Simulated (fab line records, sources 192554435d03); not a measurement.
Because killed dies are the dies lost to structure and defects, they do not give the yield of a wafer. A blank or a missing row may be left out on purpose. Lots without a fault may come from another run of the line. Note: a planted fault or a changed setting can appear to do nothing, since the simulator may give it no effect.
fab line records	flow n5-finfet
[record] lots = 10	wafers = 29	last-day = 17
route steps=1938 shown BEOL_M10@1531 BEOL_M11@1553 PASSIVATION@1936
lots that met no fault: from a run of the same line without faults
start-h: hours from the record's opening day to when the first of the lot's shown wafers began	wait-h: hours from the lot's prior step to this one	" unchanged from the row above	L1.1+2: several wafers, shown together as one row	- value missing, or start not given	* or withheld: withheld	< > ~ a bound
route shown NAME@n: a module of which the file shows steps, and the number in the route of the first	usual: mean/standard deviation taken from wafers without a fault	same: alike in all rows	chamber/n: place in a boat	sites: each site's reading	_std_site: standard deviation across them	_edge_site: outer sites' mean less inner sites'	radius-mm: for every site, how far away it sits from the centre of the wafer	mask NAME#n: copy n	behind: the tool/chamber that last shaped the wafer	hold: cause of the lot's hold/its duration in hours/its outcome	device: the n, p or np transistor that did not switch	end of line: tests run on the same wafers once the route is complete	where a step has no rows: the recipe by itself	killed: dies that structure and defects cost at the first sort, which is not the same as the wafer's yield	map: a wafer's dies, x killed, . not, _ none there
set.NAME: the setting as run; set.NAME@STEP: as run at that earlier step	model.NAME: the simulator's own value behind a step, which no gauge read
a sample of lots followed through the steps of the route, with each step as a table and each wafer as a row
services: when a tool's chamber went out of use (start-h, in hours from the record's first day, below 0 if earlier), for how many hours, and the reason
[[steps]]
[step N5_BEOL_M10_THK_MEAS_53]
[recipe] thk-meas-gauge = xrf	reads = Cu_of_BEOL_M10_ECD_50
[usual] M10_THK = 141.7/2.1
lot.wafer	tool	chamber	start-h	wait-h	M10_THK[nm]
L765.3	film-metro-02	-	224.99	-	143.1
L765.4	"	-	"	"	145.0
L765.5	"	-	"	"	141.3
L766.2	film-metro-01	-	230.90	-	140.9
L766.5	"	-	"	"	138.9
L766.6	"	-	"	"	140.7
L768.2	film-metro-01	-	238.28	-	142.5
L768.5	"	-	"	"	136.2
L768.6	"	-	"	"	140.5
L771.1	film-metro-02	-	254.51	-	143.5
L771.3	"	-	"	"	139.0
L771.4	"	-	"	"	142.3
L773.1	film-metro-02	-	263.78	-	139.0
L773.5	"	-	"	"	140.5
L773.6	"	-	"	"	144.3
L776.2	film-metro-02	-	296.43	-	141.6
L776.3	"	-	"	"	142.5
L776.6	"	-	"	"	141.6
L781.2	film-metro-02	-	318.75	-	141.3
L781.5	"	-	"	"	139.0
L782.1	film-metro-01	-	340.36	-	139.0
L782.2	"	-	"	"	140.5
L782.4	"	-	"	"	140.2
L786.2	film-metro-01	-	354.19	-	140.4
L786.4	"	-	"	"	139.5
L786.6	"	-	"	"	140.5
L787.4	film-metro-01	-	358.16	-	144.2
L787.5	"	-	"	"	144.3
L787.6	"	-	"	"	145.1
[step N5_BEOL_M11_ETCH_61]
[recipe] chemistry = CF4	target = SiARC	target-depth-a = 390	mask-material = CAR-ArF	time-s = 65	ion-energy-ev = 80	pressure-mtorr = 40	source-w = 545	bias-w = 36	Ar_flow_sccm = 100	cf4-flow-sccm = 100	ends = cleared
[usual] drypump-motor-current-A = 5.6/0.33	etch-rf-on-time-s = 64.9/1.1	mfc-ar-sccm = 100.02/0.29	oes-product-au = 0.67/0.069	rf-vpp-V = 183.2/1.3	showerhead-plenum-p-Torr = 2.07/0.086	throttle-valve-pct = 15.48/0.21
lot.wafer	tool	chamber	start-h	wait-h	drypump-motor-current-A	etch-rf-on-time-s	mfc-ar-sccm	oes-product-au	rf-hours-counter-h	rf-vpp-V	showerhead-plenum-p-Torr	throttle-valve-pct
L765.3	rie-diel-04	3	228.61	0.0	6.1	63.5	100.33	0.66	141	182.5	2.06	15.39
L765.4	"	2	"	"	5.8	64.1	100.50	0.65	156	182.1	1.98	15.54
L765.5	"	3	"	"	6.0	63.6	100.32	0.66	-	183.2	2.06	15.38
L766.2	rie-diel-04	2	234.77	0.0	5.8	65.3	99.87	0.63	158	180.8	1.98	15.56
L766.5	"	3	"	"	6.0	64.9	99.94	0.65	-	183.5	2.06	15.37
L766.6	"	2	"	"	5.8	64.8	99.22	0.64	-	180.9	1.98	15.54
L768.2	rie-diel-01	0	240.06	0.0	5.7	62.6	99.97	0.69	98	182.8	2.16	15.28
L768.5	"	3	"	"	5.5	65.0	99.93	0.64	-	183.1	1.98	15.82
L768.6	"	0	"	"	5.7	62.4	100.15	0.70	-	183.5	2.16	15.27
L771.1	rie-diel-04	0	256.87	0.0	5.2	64.5	100.34	0.85	0	183.0	2.10	15.11
L771.3	"	2	"	"	5.8	65.1	100.16	0.63	167	182.5	1.97	15.57
L771.4	"	1	"	"	5.1	66.1	99.51	0.59	242	181.7	2.03	15.98
L773.1	rie-diel-01	2	266.12	0.0	5.7	64.0	100.11	0.66	145	184.1	2.14	15.32
L773.5	"	3	"	"	5.6	65.4	99.90	0.63	-	182.2	1.98	15.85
L773.6	"	0	"	"	5.7	63.5	100.44	0.67	-	185.2	2.16	15.30
L776.2	rie-diel-04	2	298.01	0.0	5.8	65.3	100.05	0.62	181	181.5	1.97	15.60
L776.3	"	0	"	"	5.2	64.3	100.10	0.80	15	183.0	2.10	15.15
L776.6	"	2	"	"	5.8	66.3	100.35	0.61	-	181.1	1.97	15.58
L781.2	rie-diel-04	2	322.11	0.0	5.8	50.4	99.79	0.72	189	182.1	1.97	15.60
L781.5	"	3	"	"	6.0	66.0	100.52	0.63	-	183.3	2.05	15.45
L782.1	rie-diel-04	0	341.87	0.0	5.2	64.2	100.01	0.78	29	184.3	2.09	15.17
L782.2	"	1	"	"	5.1	48.6	100.01	0.97	11	186.2	2.28	15.48
L782.4	"	2	"	"	5.8	64.9	100.52	0.61	195	181.2	1.97	15.62
L786.2	rie-diel-03	1	356.43	0.0	6.1	63.2	99.95	0.72	87	183.0	2.07	15.44
L786.4	"	1	"	"	6.1	63.1	100.01	0.71	-	183.3	2.07	15.45
L786.6	"	0	"	"	5.5	65.9	100.09	0.62	-	182.2	1.97	15.77
L787.4	rie-diel-03	1	360.37	0.0	6.1	63.8	100.33	0.70	-	182.2	2.07	15.45
L787.5	"	2	"	"	5.4	65.4	99.44	0.63	-	181.7	1.97	15.54
L787.6	"	0	"	"	5.4	66.2	99.85	0.62	-	182.0	1.97	15.76
[step N5_BEOL_M11_STRIP_67]
[recipe] chemistry = CF4	resist = SiARC	power-w = 300	bias-power-w = 75	pressure-mtorr = 50	cf4-flow-sccm = 150	rf-frequency-hz = 6e+07
[usual] drypump-motor-current-A = 5.6/0.32	oes-product-au = 0.78/0.076	rf-vpp-V = 269.9/1.9	showerhead-plenum-p-Torr = 1.74/0.073	throttle-valve-pct = 13.47/0.21
lot.wafer	tool	chamber	start-h	wait-h	drypump-motor-current-A	oes-product-au	rf-hours-counter-h	rf-vpp-V	showerhead-plenum-p-Torr	throttle-valve-pct
L765.3	rie-diel-04	3	228.81	0.0	6.0	0.76	142	270.2	1.73	13.37
L765.4	"	2	"	"	5.8	0.75	156	268.3	1.65	13.50
L765.5	"	3	"	"	6.0	0.77	-	269.6	1.73	13.38
L766.2	rie-diel-04	2	234.97	0.0	5.8	0.74	158	267.4	1.65	13.52
L766.5	"	3	"	"	6.0	0.76	-	270.2	1.73	13.38
L766.6	"	2	"	"	5.8	0.74	-	267.5	1.65	13.51
L768.2	rie-diel-01	0	240.26	0.0	5.7	0.81	98	271.0	1.81	13.25
L768.5	"	3	"	"	5.6	0.74	-	267.7	1.66	13.80
L768.6	"	0	"	"	5.7	0.80	-	271.9	1.81	13.26
L771.1	rie-diel-04	0	257.06	0.0	5.2	1.01	0	270.3	1.76	13.08
L771.3	"	2	"	"	5.8	0.74	167	266.9	1.65	13.55
L771.4	"	1	"	"	5.1	0.70	242	269.4	1.70	13.96
L773.1	rie-diel-01	2	266.32	0.0	5.7	0.76	145	270.8	1.79	13.36
L773.5	"	3	"	"	5.5	0.73	-	267.1	1.66	13.83
L773.6	"	0	"	"	5.7	0.78	-	272.4	1.81	13.28
L776.2	rie-diel-04	2	298.21	0.0	5.8	0.73	182	267.9	1.65	13.56
L776.3	"	0	"	"	5.2	0.93	15	269.5	1.76	13.11
L776.6	"	2	"	"	5.8	0.72	-	267.0	1.65	13.58
L781.2	rie-diel-04	2	322.31	0.0	5.8	0.72	189	267.6	1.65	13.59
L781.5	"	3	"	"	6.0	0.75	-	269.2	1.72	13.45
L782.1	rie-diel-04	0	342.06	0.0	5.1	0.90	29	270.2	1.76	13.15
L782.2	"	1	"	"	5.1	0.96	11	274.4	1.91	13.43
L782.4	"	2	"	"	5.8	0.72	195	269.2	1.64	13.60
L786.2	rie-diel-03	1	356.63	0.0	6.1	0.83	87	269.4	1.74	13.42
L786.4	"	1	"	"	6.1	0.82	-	271.2	1.74	13.40
L786.6	"	0	"	"	5.5	0.73	-	267.3	1.66	13.74
L787.4	rie-diel-03	1	360.55	0.0	6.1	0.82	-	268.8	1.74	13.41
L787.5	"	2	"	"	5.4	0.73	-	268.3	1.65	13.51
L787.6	"	0	"	"	5.4	0.73	-	268.6	1.66	13.75
[step N5_BEOL_M11_STRIP_19]
[recipe] chemistry = O2	power-w = 400	temp-c = 40	pressure-mtorr = 30	rf-frequency-hz = 6e+07	bias-power-w = 0	overash-fraction = 0.2	o2-flow-sccm = 225
[usual] drypump-motor-current-A = 5.6/0.3	oes-product-au = 0.75/0.059	rf-vpp-V = 3.7/0.66	showerhead-plenum-p-Torr = 2.03/0.096	throttle-valve-pct = 16.63/0.2
lot.wafer	tool	chamber	start-h	wait-h	drypump-motor-current-A	oes-product-au	rf-hours-counter-h	rf-vpp-V	showerhead-plenum-p-Torr	throttle-valve-pct
L765.3	rie-diel-04	0	229.08	0.2	5.2	0.68	249	3.4	2.06	16.70
L765.4	"	2	"	"	5.8	0.73	157	3.4	1.93	16.58
L765.5	"	1	"	"	5.1	0.70	-	3.0	1.99	17.03
L766.2	rie-diel-01	0	235.12	0.1	5.7	0.80	96	3.7	2.13	16.35
L766.5	"	2	"	"	5.7	0.77	-	3.2	2.11	16.42
L766.6	"	3	"	"	5.5	0.76	-	3.3	1.92	16.82
L768.2	rie-diel-03	1	240.50	0.1	6.1	0.85	57	3.4	2.05	16.51
L768.5	"	3	"	"	5.3	0.70	-	3.8	1.98	16.77
L768.6	"	0	"	"	5.5	0.75	-	3.5	1.93	16.75
L771.1	rie-diel-01	1	257.24	0.1	6.0	0.71	202	3.0	2.18	16.59
L771.3	"	0	"	"	5.7	0.79	104	4.5	2.12	16.39
L771.4	"	0	"	"	5.7	0.78	-	3.8	2.12	16.38
L773.1	rie-diel-03	3	266.67	0.3	5.3	0.69	226	3.9	1.97	16.78
L773.5	"	0	"	"	5.4	0.74	-	4.0	1.93	16.74
L773.6	"	3	"	"	5.3	0.69	-	4.6	1.97	16.77
L776.2	rie-diel-01	3	298.37	0.1	5.5	0.73	188	2.8	1.91	16.83
L776.3	"	0	"	"	5.6	0.78	121	2.4	2.12	16.43
L776.6	"	2	"	"	5.8	0.75	-	3.4	2.10	16.45
L781.2	rie-diel-01	0	322.56	0.2	5.7	0.77	128	5.3	2.12	16.41
L781.5	"	3	"	"	5.6	0.73	-	4.1	1.91	16.86
L782.1	rie-diel-01	2	342.21	0.1	5.8	0.75	170	3.5	2.10	16.45
L782.2	"	0	"	"	5.7	0.77	133	3.4	2.11	16.44
L782.4	"	1	"	"	6.0	0.69	222	2.8	2.17	16.62
L786.2	rie-diel-01	0	356.78	0.1	5.7	0.76	137	3.6	2.11	16.44
L786.4	"	1	"	"	6.0	0.70	226	3.1	2.17	16.64
L786.6	"	1	"	"	6.0	0.70	-	2.5	2.17	16.61
L787.4	rie-diel-04	3	360.77	0.1	6.0	0.73	186	3.6	2.00	16.53
L787.5	"	1	"	"	5.1	0.95	-	4.2	2.24	16.57
L787.6	"	0	"	"	5.2	0.88	-	2.5	2.05	16.28
[step N5_PASSIVATION_PROBE_49]
[usual] defect-limited-yield = 91.1/1.5	killed_at_M0_to_M3 = 36/11	killed_at_M4_up = 13/5	killed-at-contacts = 13/5	killed-at-front-end = 40/12	killed-at-other = 3.3/2.3	killed-dies = 106/17	killed-open = 70/13	killed-short = 34/7.6	sort_bin_5_function = 5.3/0.96	sort_bin_6_memory = 3.3/0.66	sort-n-pass = 1074/17	sort-yield-pct = 91.1/1.5
[same] gross-dies = 1180	killed-at-back-side = 0	sort_bin_4_leakage[%] = 0	sort_bin_8_speed[%] = 0
lot.wafer	tool	chamber	start-h	wait-h	defect-limited-yield[%]	killed_at_M0_to_M3	killed_at_M4_up	killed-at-contacts	killed-at-front-end	killed-at-other	killed-dies	killed-open	killed-short	sort_bin_5_function[%]	sort_bin_6_memory[%]	sort-n-pass	sort-yield-pct[%]
L766.2	prober-02	-	283.33	0.1	90.3	30	13	9	62	0	114	81	33	5.7	3.6	1066	90.3
L766.5	prober-02	-	283.48	0.2	90.6	42	11	17	40	1	111	80	31	5.6	3.6	1069	90.6
L766.6	prober-02	-	283.53	0.3	90.7	22	14	14	56	4	110	62	48	5.9	3.1	1070	90.7
// killed by level:class
L766.2 FIN_SAQP:geometric-particle:open=24 FIN_SAQP:geometric-particle:short=9 STI_FIN_REVEAL:geometric-particle:open=9 MOL_CONTACT_COAG:geometric-particle:open=6 BEOL_M0:geometric-particle:open=6 BEOL_M2:geometric-particle:open=5 ILD0:geometric-particle:open=4 ILD0:geometric-particle:short=4
L766.5 MOL_CONTACT_COAG:geometric-particle:open=15 STI_FIN_REVEAL:geometric-particle:open=13 BEOL_M1:geometric-particle:open=11 BEOL_M0_SAQP:geometric-particle:short=8 FIN_SAQP:geometric-particle:open=6 BEOL_M0:geometric-particle:open=6 BEOL_M0_SAQP:geometric-particle:open=5 FIN_SAQP:geometric-particle:short=4
L766.6 FIN_SAQP:geometric-particle:open=13 MOL_CONTACT_COAG:geometric-particle:open=10 FIN_SAQP:geometric-particle:short=9 GATE_CUT:geometric-particle:short=9 BEOL_M0_SAQP:geometric-particle:short=8 STI_FIN_REVEAL:geometric-particle:open=7 BEOL_M4:geometric-particle:open=7 DUMMY_GATE:geometric-particle:open=6
[[services]]
tool	chamber	start-h	hours	kind
rie-diel-03	-	211.39	14.6	pm
rie-diel-01	3	230.17	3.4	repair
rie-diel-04	0	234.21	-	clean
rie-diel-04	0	234.21	-	consumable-replace:focus-ring
rie-diel-04	0	234.21	20.6	scheduled-down
rie-diel-04	0	234.21	20.6	vent-cycle
rie-diel-04	-	254.83	0.1	repair
rie-diel-01	2	256.39	8.1	repair
rie-diel-01	1	260.87	12.6	repair
rie-diel-04	1	281.16	-	clean
rie-diel-04	1	281.16	-	consumable-replace:focus-ring
rie-diel-04	1	281.16	-	consumable-replace:showerhead
rie-diel-04	1	281.16	22.7	scheduled-down
rie-diel-04	1	281.16	22.7	vent-cycle
rie-diel-03	1	285.68	6.9	repair
rie-diel-03	3	353.36	-	clean
rie-diel-03	3	353.36	-	consumable-replace:focus-ring
rie-diel-03	3	353.36	-	consumable-replace:showerhead
rie-diel-03	3	353.36	18.9	scheduled-down
rie-diel-03	3	353.36	18.9	vent-cycle
rie-diel-01	2	359.98	1.5	repair
[[key]]
[first-sign] step = N5_BEOL_M11_ETCH_61	reading = etch-rf-on-time-s	direction = down	sigmas = 14	usual = *	struck = *
effect none on later readings
met-at N5_BEOL_M11_ETCH_61
struck-lots L781,L782
struck-wafers L781.2,L782.2
not-acting-at N5_BEOL_M10_THK_MEAS_53,N5_BEOL_M11_STRIP_67,N5_BEOL_M11_STRIP_19
onset-between 298.01 322.11
[fault] kind = process-parameter-drift	tool = rie-diel-04	chamber = -	onset-h = 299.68	steps = N5_BEOL_M11_ETCH_61	channel = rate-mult	offset = 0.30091	shape = step	end-h = 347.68	scope = struck-wafers-only
